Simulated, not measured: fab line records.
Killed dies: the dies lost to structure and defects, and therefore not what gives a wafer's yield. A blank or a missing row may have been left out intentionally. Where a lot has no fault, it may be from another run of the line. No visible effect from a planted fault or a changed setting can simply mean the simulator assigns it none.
fab line records	flow n5_finfet
[record] lots = 7	wafers = 21	last_day = 17
route steps=1938 shown WELL_APT@46 PMOS_HMC_CHANNEL_EPI@57 BEOL_M4@1111 PASSIVATION@1936
lots that met no fault: from a run of the same line without faults
start_h: hours from the record's opening day to when the first of the lot's shown wafers began	wait_h: time in hours since the lot's previous step	" as in the row above	L1.1+2: several wafers, shown together as one row	- no value, or no start given	* or withheld: withheld	< > ~ a bound
route shown NAME@n: NAME is a module with steps in the file, n the number in the route of the first one	usual: mean/standard deviation of fault-free wafers	same: alike in all rows	chamber/n: place in a boat	sites: each site's reading	_std_site: standard deviation of those values	_edge_site: the outer-site mean with the inner-site mean subtracted	radius_mm: for every site, how far away it sits from the centre of the wafer	mask NAME#n: copy n	behind: the most recent tool/chamber to have shaped the wafer	hold: why the lot was held/for how many hours/how that ended	device: the transistor (n, p or np) that didn't switch	end of line: the route-end tests of the same wafers	a step without rows: its recipe alone	killed: at the first sort, the dies lost to defects and structure; wafer yield is something else	map: per-die view of a wafer (x killed, . not killed, _ where there is no die)
set.NAME: the run value of the setting; set.NAME@STEP: its run value at that earlier step	model.NAME: the simulator's own value behind a step, which no gauge read
a table for each step, a row for each wafer; lots at some steps of the route
services: the hour from which a tool's chamber was out of use, counted from the record's first day as start_h (under 0 if before that day), plus the number of hours and why
[[steps]]
[step N5_WELL_APT_DESCUM_30]
[recipe] chemistry = O2	time_s = 7.9	source_power_w = 50	bias_power_w = 20	pressure_mtorr = 20	rf_frequency_hz = 2.712e+07	temp_c = 40	o2_flow_sccm = 225
[usual] drypump_motor_current_A = 5.4/0.51	oes_product_au = 0.77/0.097	rf_vpp_V = 243.5/1.2	showerhead_plenum_p_Torr = 2.11/0.054	throttle_valve_pct = 20.58/0.22
lot.wafer	tool	chamber	start_h	wait_h	drypump_motor_current_A	oes_product_au	rf_hours_counter_h	rf_vpp_V	showerhead_plenum_p_Torr	throttle_valve_pct
L586.2	rie_diel-06	2	15.08	0.0	4.7	0.71	191	242.1	2.10	20.83
L586.4	"	3	"	"	4.8	0.73	147	245.3	2.20	20.71
L586.6	"	2	"	"	4.7	0.71	-	242.3	2.10	20.82
L589.1	rie_diel-03	0	33.11	0.0	6.3	0.71	222	241.8	2.06	20.61
L589.3	"	3	"	"	5.5	0.75	177	244.1	2.18	20.69
L589.5	"	2	"	"	5.8	0.68	-	243.4	2.17	20.58
L596.3	rie_diel-06	2	75.42	0.2	4.7	0.69	214	243.4	2.09	20.83
L596.5	"	2	"	"	4.7	0.70	-	242.6	2.09	20.85
L596.6	"	1	"	"	5.9	0.70	-	241.7	2.07	20.71
L597.1	rie_diel-06	0	81.76	0.3	5.2	0.96	4	243.7	2.14	20.01
L597.4	"	1	"	"	5.9	0.70	194	242.6	2.07	20.71
L597.5	"	2	"	"	4.7	0.70	-	244.1	2.09	20.86
L598.1	rie_diel-05	3	87.35	0.0	6.1	0.73	165	243.1	2.10	20.66
L598.3	"	0	"	"	5.9	0.95	12	244.2	2.03	20.30
L598.6	"	0	"	"	5.9	0.95	-	243.5	2.03	20.28
L605.1	rie_diel-06	0	128.86	0.0	5.2	0.93	15	244.3	2.13	20.01
L605.4	"	2	"	"	4.7	0.69	235	243.0	2.08	20.87
L605.6	"	0	"	"	5.3	0.93	-	244.4	2.13	20.03
L609.1	rie_diel-03	3	153.14	0.3	5.5	0.71	232	242.5	2.16	20.77
L609.2	"	2	"	"	5.8	0.91	29	243.5	2.16	20.39
L609.5	"	1	"	"	5.9	0.99	-	241.9	2.06	20.36
[step N5_WELL_APT_IMPLANT_31]
[recipe] species = B	energy_kev = 60	dose_cm2 = 1.5e+13	tilt_deg = 0	rotation_deg = 0
[step N5_WELL_APT_IMPLANT_32]
[recipe] species = BF2	energy_kev = 50	dose_cm2 = 2e+13	tilt_deg = 0	rotation_deg = 0
[step N5_WELL_APT_STRIP_33]
[recipe] chemistry = SPM	time_s = 900	temp_c = 130	h2so4_h2o2_vol_ratio = 4	dry = ipa_marangoni
[step N5_WELL_APT_RTA_34]
[recipe] temp_c = 1000	time_s = 10	ambient = N2	idle_temp_c = 600	ramp_up_c_per_s = 150	ramp_down_c_per_s = 60	cool_to_c = 600
[usual] lamp_power_pct = 13.01/0.051	wafer_temp_C_max = 1003.6/1
lot.wafer	tool	chamber	start_h	wait_h	lamp_power_pct	wafer_temp_C_max
L586.2	rtp_anneal-01	0	15.87	0.0	12.98	1005.2
L586.4	"	0	"	"	12.99	1002.5
L586.6	"	0	"	"	13.03	1005.4
L589.1	rtp_anneal-02	0	33.91	0.0	12.98	1002.6
L589.3	"	0	"	"	13.10	1003.8
L589.5	"	0	"	"	12.99	1004.3
L596.3	rtp_anneal-01	0	76.23	0.1	12.87	1004.7
L596.5	"	0	"	"	12.99	1002.9
L596.6	"	0	"	"	13.08	1005.1
L597.1	rtp_anneal-01	0	82.71	0.2	12.94	1004.0
L597.4	"	0	"	"	13.04	1004.4
L597.5	"	0	"	"	13.01	1002.1
L598.1	rtp_anneal-02	0	88.11	0.0	12.99	1003.0
L598.3	"	0	"	"	13.00	1003.0
L598.6	"	0	"	"	13.01	1003.1
L605.1	rtp_anneal-02	0	129.66	0.0	13.02	1003.8
L605.4	"	0	"	"	12.96	1004.0
L605.6	"	0	"	"	13.10	1002.8
L609.1	rtp_anneal-01	0	153.92	0.0	12.98	1005.0
L609.2	"	0	"	"	13.00	1005.6
L609.5	"	0	"	"	13.00	1004.2
[step N5_WELL_APT_OXIDE_STRIP_42]
[recipe] chemistry = dHF	dilution = 25:1	time_s = 45	temp_c = 25	target = SiO2	target_depth_a = 120
[step N5_WELL_APT_PRECLEAN_36]
[recipe] chemistry = O3/DIW	time_s = 45	temp_c = 22	o3_ppm = 10
[step N5_WELL_APT_PRECLEAN_39]
[recipe] chemistry = dHF	time_s = 60	dilution = 150:1	temp_c = 25
[step N5_WELL_APT_SRD_37]
[recipe] dry = ipa_marangoni	do_ppb = 5	time_s = 30	temp_c = 23	rinse_liquid = diw
[step N5_WELL_APT_EPI_41]
[recipe] material = Si	target_thk_a = 500	temp_c = 650	precursor = SiH4/H2	pressure_torr = 20	time_s = 297.7
[usual] throttle_valve_pct = 11.3/0.3
lot.wafer	tool	chamber	start_h	wait_h	throttle_valve_pct
L586.2	epi_rpcvd-02	0	16.18	0.1	11.6
L586.4	"	0	"	"	11.6
L586.6	"	0	"	"	11.3
L589.1	epi_rpcvd-01	0	34.14	0.0	10.8
L589.3	"	0	"	"	11.1
L589.5	"	0	"	"	10.9
L596.3	epi_rpcvd-02	0	76.63	0.2	11.7
L596.5	"	0	"	"	11.4
L596.6	"	0	"	"	11.4
L597.1	epi_rpcvd-02	0	82.95	0.0	11.4
L597.4	"	0	"	"	11.4
L597.5	"	0	"	"	11.7
L598.1	epi_rpcvd-01	0	88.35	0.0	11.1
L598.3	"	0	"	"	11.1
L598.6	"	0	"	"	11.3
L605.1	epi_rpcvd-01	0	129.90	0.0	10.8
L605.4	"	0	"	"	10.8
L605.6	"	0	"	"	10.9
L609.1	epi_rpcvd-04	0	154.15	0.0	11.5
L609.2	"	0	"	"	11.2
L609.5	"	0	"	"	11.5
[step N5_WELL_APT_INSPECT_38]
[recipe] inspect_instrument = darkfield	mode = post_epi
[usual] raw_defect_count = 12/5.5
lot.wafer	tool	chamber	start_h	wait_h	raw_defect_count
L586.2	defect_inspect-01	-	16.72	0.4	8
L586.4	"	-	"	"	11
L586.6	"	-	"	"	16
L589.1	defect_inspect-02	-	34.78	0.5	13
L589.3	"	-	"	"	16
L589.5	"	-	"	"	8
L596.3	defect_inspect-01	-	77.08	0.4	9
L596.5	"	-	"	"	8
L596.6	"	-	"	"	6
L597.1	defect_inspect-02	-	83.58	0.5	8
L597.4	"	-	"	"	7
L597.5	"	-	"	"	6
L598.1	defect_inspect-02	-	88.98	0.5	12
L598.3	"	-	"	"	7
L598.6	"	-	"	"	20
L605.1	defect_inspect-01	-	130.74	0.7	18
L605.4	"	-	"	"	15
L605.6	"	-	"	"	16
L609.1	defect_inspect-02	-	154.79	0.5	19
L609.2	"	-	"	"	23
L609.5	"	-	"	"	17
[step N5_PMOS_HMC_CHANNEL_EPI_HM_DEP_34]
[recipe] material = SiO2	target_thk_a = 360	temp_c = 400	precursor = TEOS/O2	pressure_torr = 6.5	rf_w = 900	teos_flow_sccm = 161.4	gas = O2	flow_sccm = 2650	time_s = 6.9
[usual] heater_power_outer_w = 287/42	heater_power_w = 530/63	showerhead_plenum_p_Torr = 8.371/0.027	throttle_valve_pct = 18.3/0.83
lot.wafer	tool	chamber	start_h	wait_h	heater_power_outer_w	heater_power_w	showerhead_plenum_p_Torr	throttle_valve_pct
L586.2	pecvd-02	2	16.76	0.0	335	548	8.399	19.4
L586.4	"	2	"	"	325	540	8.422	19.4
L586.6	"	0	"	"	287	517	8.404	17.3
L589.1	pecvd-01	1	34.82	0.0	295	570	8.336	18.3
L589.3	"	0	"	"	321	605	8.355	18.5
L589.5	"	0	"	"	317	593	8.377	18.4
L596.3	pecvd-01	1	77.12	0.0	284	545	8.324	18.2
L596.5	"	0	"	"	337	613	8.364	18.5
L596.6	"	2	"	"	207	463	8.391	17.4
L597.1	pecvd-03	0	83.62	0.0	297	479	8.386	19.0
L597.4	"	1	"	"	301	527	8.376	19.4
L597.5	"	0	"	"	311	486	8.365	19.0
L598.1	pecvd-01	1	89.02	0.0	293	540	8.356	18.0
L598.3	"	0	"	"	256	513	8.338	18.4
L598.6	"	0	"	"	267	506	8.364	18.3
L605.1	pecvd-03	2	130.77	0.0	303	588	8.360	17.7
L605.4	"	2	"	"	305	599	8.358	18.0
L605.6	"	1	"	"	279	518	8.362	19.4
L609.1	pecvd-02	1	154.83	0.0	340	580	8.323	19.6
L609.2	"	0	"	"	281	505	8.411	17.5
L609.5	"	1	"	"	337	573	8.343	19.8
[step N5_PMOS_HMC_CHANNEL_EPI_COAT_31]
[recipe] resist = BARC	temp_c = 205	time_s = 60	spin_rpm = 1500	resist_thk_nm = 66
[usual] heater_power_total_W = 391.7/1.3	plate_temp_C = 204.99/0.15
lot.wafer	tool	chamber	start_h	wait_h	heater_power_total_W	plate_temp_C
L586.2	litho_track-05	0	16.81	0.0	390.2	204.97
L586.4	"	0	"	"	389.4	205.14
L586.6	"	0	"	"	392.8	204.93
L589.1	litho_track-04	0	34.89	0.1	389.8	205.06
L589.3	"	0	"	"	392.0	205.10
L589.5	"	0	"	"	391.2	205.07
L596.3	litho_track-05	0	77.17	0.0	382.6	200.32
L596.5	"	0	"	"	381.9	200.91
L596.6	"	0	"	"	380.4	201.00
L597.1	litho_track-05	0	83.68	0.0	381.5	200.66
L597.4	"	0	"	"	379.6	200.79
L597.5	"	0	"	"	379.6	200.82
L598.1	litho_track-05	0	89.08	0.0	380.4	200.41
L598.3	"	0	"	"	382.6	200.50
L598.6	"	0	"	"	380.3	200.58
L605.1	litho_track-04	0	130.83	0.0	389.8	204.83
L605.4	"	0	"	"	391.2	205.00
L605.6	"	0	"	"	391.7	205.02
L609.1	litho_track-05	0	154.88	0.0	390.3	205.03
L609.2	"	0	"	"	391.1	204.91
L609.5	"	0	"	"	391.9	205.10
[step N5_PMOS_HMC_CHANNEL_EPI_COAT_03]
[recipe] resist = CAR-ArF-block	spin_rpm = 1500	resist_thk_nm = 205
[step N5_BEOL_M4_RC_MEAS_101]
[usual] DIBL_N = 36.9/2.1	DIBL_P = 37.1/2.5	IOFF_N = 0.17/0.039	IOFF_P = 0.23/0.043	ION_N = 673/15	ION_P = 462/9.1	SS_N = 71.8/0.69	SS_P = 73.6/0.74	VT_N = 250/3.6	VT_P = -249.7/2.9
lot.wafer	tool	chamber	start_h	wait_h	DIBL_N[mV/V]	DIBL_P[mV/V]	IOFF_N[nA/um]	IOFF_P[nA/um]	ION_N[uA/um]	ION_P[uA/um]	SS_N[mV/dec]	SS_P[mV/dec]	VT_N[mV]	VT_P[mV]
L589.1	prober-01	0	180.64	0.0	37.8	38.7	0.20	0.24	678	455	71.4	73.9	246	-248.7
L589.3	"	0	"	"	36.0	36.0	0.15	0.20	658	450	71.2	73.1	248	-253.2
L589.5	"	0	"	"	37.2	36.7	0.18	0.21	678	458	71.3	73.7	249	-250.8
L586.2	prober-01	0	185.74	0.2	36.8	37.2	0.15	0.17	656	444	71.6	72.9	253	-253.3
L586.4	"	0	"	"	35.9	36.2	0.14	0.17	670	448	71.2	72.6	253	-256.1
L586.6	"	0	"	"	37.9	38.3	0.18	0.20	670	457	71.5	73.4	250	-251.9
L596.3	prober-02	0	230.44	0.3	38.0	35.9	0.20	0.23	667	459	72.6	73.9	250	-248.9
L596.5	"	0	"	"	37.6	38.5	0.20	0.27	691	482	71.8	73.8	245	-248.6
L596.6	"	0	"	"	35.7	36.4	0.14	0.23	645	460	71.6	74.0	254	-250.9
L597.1	prober-01	0	241.76	0.0	37.3	37.2	0.17	0.24	664	458	72.1	73.9	249	-249.1
L597.4	"	0	"	"	36.7	35.8	0.16	0.23	668	461	71.4	73.7	253	-248.0
L597.5	"	0	"	"	34.3	33.6	0.13	0.18	650	452	71.6	73.0	256	-253.1
L598.1	prober-02	0	242.29	0.0	34.7	36.9	0.15	0.22	672	462	71.4	73.3	252	-248.3
L598.3	"	0	"	"	36.3	38.0	0.17	0.25	668	461	72.2	73.6	253	-250.1
L598.6	"	0	"	"	32.3	33.3	0.12	0.17	649	450	72.0	71.9	255	-253.8
L605.1	prober-01	0	283.97	0.0	37.0	35.9	0.18	0.20	680	461	72.4	73.5	249	-250.5
L605.4	"	0	"	"	37.0	38.2	0.19	0.25	680	463	71.8	74.2	246	-246.9
L605.6	"	0	"	"	39.0	40.5	0.22	0.28	679	463	72.7	74.5	246	-246.6
L609.1	prober-01	0	302.17	0.0	33.8	34.9	0.13	0.20	674	471	71.3	73.2	253	-249.9
L609.2	"	0	"	"	36.7	38.8	0.19	0.27	696	485	71.8	74.3	246	-246.4
L609.5	"	0	"	"	36.2	37.2	0.18	0.25	694	476	71.3	73.7	246	-244.1
[step N5_PASSIVATION_PROBE_49]
[usual] defect_limited_yield = 91.3/1.4	killed_at_M0_to_M3 = 32/9.5	killed_at_M4_up = 14/5.2	killed_at_contacts = 13/5.7	killed_at_front_end = 41/12	killed_at_other = 3.5/2.6	killed_dies = 103/17	killed_open = 68/14	killed_short = 32/7	sort_bin_5_function = 5.0/0.91	sort_bin_6_memory = 3.3/0.7	sort_n_pass = 1076/17	sort_yield_pct = 91.2/1.4
[same] gross_dies = 1180	killed_at_back_side = 0	sort_bin_4_leakage[%] = 0	sort_bin_8_speed[%] = 0
lot.wafer	tool	chamber	start_h	wait_h	defect_limited_yield[%]	killed_at_M0_to_M3	killed_at_M4_up	killed_at_contacts	killed_at_front_end	killed_at_other	killed_dies	killed_open	killed_short	sort_bin_5_function[%]	sort_bin_6_memory[%]	sort_n_pass	sort_yield_pct[%]
L596.3	prober-01	-	331.27	0.1	92.9	18	17	4	37	8	84	48	36	4.4	2.4	1096	92.9
L596.5	prober-01	-	331.37	0.2	91.4	20	12	7	63	0	102	72	29	4.1	4.3	1078	91.4
L596.6	prober-01	-	331.42	0.3	92.1	24	12	15	39	3	93	71	22	5.3	2.6	1087	92.1
// killed by level:class
L596.3 STI_FIN_REVEAL:geometric_particle:open=9 FIN_SAQP:geometric_particle:open=6 FIN_SAQP:geometric_particle:short=6 BEOL_M0_SAQP:geometric_particle:short=5 BEOL_M0_SAQP:geometric_particle:open=4 BEOL_M4:geometric_particle:open=4 STI_FIN_REVEAL:geometric_particle:short=3 MOL_CONTACT_COAG:geometric_particle:short=3
L596.5 STI_FIN_REVEAL:geometric_particle:open=23 FIN_SAQP:geometric_particle:short=11 FIN_SAQP:geometric_particle:open=9 BEOL_M1:geometric_particle:open=7 BEOL_M4:geometric_particle:open=7 STI_FIN_REVEAL:geometric_particle:short=6 MOL_CONTACT_COAG:geometric_particle:open=6 BEOL_M3:geometric_particle:open=6
L596.6 MOL_CONTACT_COAG:geometric_particle:open=14 BEOL_M1:geometric_particle:open=13 FIN_SAQP:geometric_particle:short=12 STI_FIN_REVEAL:geometric_particle:open=11 FIN_SAQP:geometric_particle:open=8 BEOL_M0_SAQP:geometric_particle:open=6 BEOL_M5:geometric_particle:open=6 BEOL_M4:geometric_particle:open=5
[[services]]
tool	chamber	start_h	hours	kind
pecvd-01	0	-5.72	2.1	scheduled_down
rie_diel-03	-	-0.72	2.8	pm
pecvd-03	1	6.68	5.5	scheduled_down
rie_diel-06	-	9.96	2.8	pm
pecvd-02	2	21.12	-	clean
pecvd-02	2	21.12	-	consumable_replace:showerhead
pecvd-02	2	21.12	29.0	scheduled_down
pecvd-02	2	21.12	29.0	vent_cycle
epi_rpcvd-02	-	23.25	2.8	pm
rie_diel-06	0	51.89	-	clean
rie_diel-06	0	51.89	-	consumable_replace:focus_ring
rie_diel-06	0	51.89	19.3	scheduled_down
rie_diel-06	0	51.89	19.3	vent_cycle
pecvd-02	1	52.18	3.5	repair
rie_diel-03	2	58.66	-	clean
rie_diel-03	0	77.63	53.1	repair
rie_diel-03	2	97.15	3.3	repair
pecvd-01	1	99.56	51.8	repair
rie_diel-06	0	100.78	9.1	repair
epi_rpcvd-02	-	115.82	8.1	pm
rie_diel-06	-	119.48	4.4	repair
rie_diel-06	0	124.63	1.7	repair
epi_rpcvd-04	-	129.78	2.8	pm
pecvd-03	0	147.55	3.9	repair
[[key]]
[first_sign] step = N5_PMOS_HMC_CHANNEL_EPI_COAT_31	reading = plate_temp_C	direction = down	sigmas = 29	usual = *	struck = *
[effect] step = N5_PMOS_HMC_CHANNEL_EPI_COAT_31	reading = heater_power_total_W	direction = down	sigmas = 8.1	usual = *	struck = *
met_at N5_PMOS_HMC_CHANNEL_EPI_COAT_31
struck_wafers L596.3,L596.5,L596.6,L597.1,L597.4,L597.5,L598.1,L598.3,L598.6
onset_between 16.81 77.17
[fault] kind = process_parameter_drift	tool = litho_track-05	chamber = -	onset_h = 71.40	steps = N5_PMOS_HMC_CHANNEL_EPI_COAT_31	channel = temp_c	offset = *	shape = step	end_h = 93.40	acts_in = *	stated = *
